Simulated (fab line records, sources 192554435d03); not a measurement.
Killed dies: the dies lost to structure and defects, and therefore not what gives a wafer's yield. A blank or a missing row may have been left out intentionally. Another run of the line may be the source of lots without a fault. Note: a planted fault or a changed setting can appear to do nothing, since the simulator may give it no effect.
Problem report, 8D (eight disciplines) form, completed by code	flow n5 finfet	the parts of the form that need people (team, actions taken, sign-off) are left out

== 1. WHAT WENT WRONG ==
At N5_BEOL_M0_CVD_115, run length s averages 99.3 s over 3 wafers from 2 lots, while fault-free wafers read 142.9 s, standard deviation 0.62. That is -70 standard deviations from the usual mean.
The step: deposits Co from CCTBA/H2, time 120 s.
First observed at day 10 03:07: wafer L663.2, on cvd co-02. The record has a number at this step for 42 wafers belonging to 14 lots. Rule for "out" (also "out of limits"): further than 4 standard deviations from the usual mean. Any other wafer with a number is counted as sound.

== 2. WHAT IT IS AND WHAT IT IS NOT ==
question	is	is not
which readings at this step	run length s	-
which lots	L663, L668	L648, L649, L651, L653, L654, L655, L657, L658, L659, L662, L664, L670
which wafers of those lots	L663.2, L668.2, L668.3	L663.5, L663.6, L668.5
read on which tools	cvd co-02	cvd co-01
when	from day 10 03:07	up to then (32 sound wafers); but 7 sound wafers of L664, L668, L670 came after

== 3. WHAT RULES OUT EACH SUSPECT ==
Counting: any tool at a process step up to the reading remains a suspect provided it ran every lot that is out. Sound lots after the first of them don't rule it out here, since some wafers of a struck lot are sound.
- cvd co-02 at N5_BEOL_M0_CVD_115 (deposits Co from CCTBA/H2, time 120 s): kept. Ran every lot that is out, first one L663 (day 10 03:07); last sound lot up to then L659 (day 9 01:37). Its own readings are out on those wafers: run length s.
The count leaves cvd co-02 at N5_BEOL_M0_CVD_115.

== 4. THE CAUSE (what the simulator had put in) ==
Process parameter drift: cvd co-02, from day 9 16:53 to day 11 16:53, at N5_BEOL_M0_CVD_115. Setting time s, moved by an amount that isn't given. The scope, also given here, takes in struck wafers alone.
Only this tool survived the counting.

== 5. THE EFFECT CHAIN, in route order ==
Each row: a reading whose mean over the struck wafers that have a number lies more than 3 standard deviations from the usual. Only readings whose record carries a usual standard deviation are examined. hours: median over the lots of the time between each lot's start at the first step of this table that gives one and its start at this step. sigmas: the change, counted in usual standard deviations.
hours	step	reading	usual	on struck wafers	change	sigmas
0	N5_BEOL_M0_CVD_115	run length s	142.9 s	99.3	-43.6	-70
It contains these process steps:
- N5_BEOL_M0_CVD_115: deposits Co from CCTBA/H2, time 120 s.
Later measuring or inspecting steps at which every struck wafer that the step has a row for has a number for every such reading, and none has moved that far: N5_BEOL_M4_RC_MEAS_101.

== 6. HOW IT WOULD HAVE BEEN CAUGHT EARLIER ==
In this record the first reading out of limits was taken at day 10 03:07, 10 hours after the fault began at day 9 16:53.
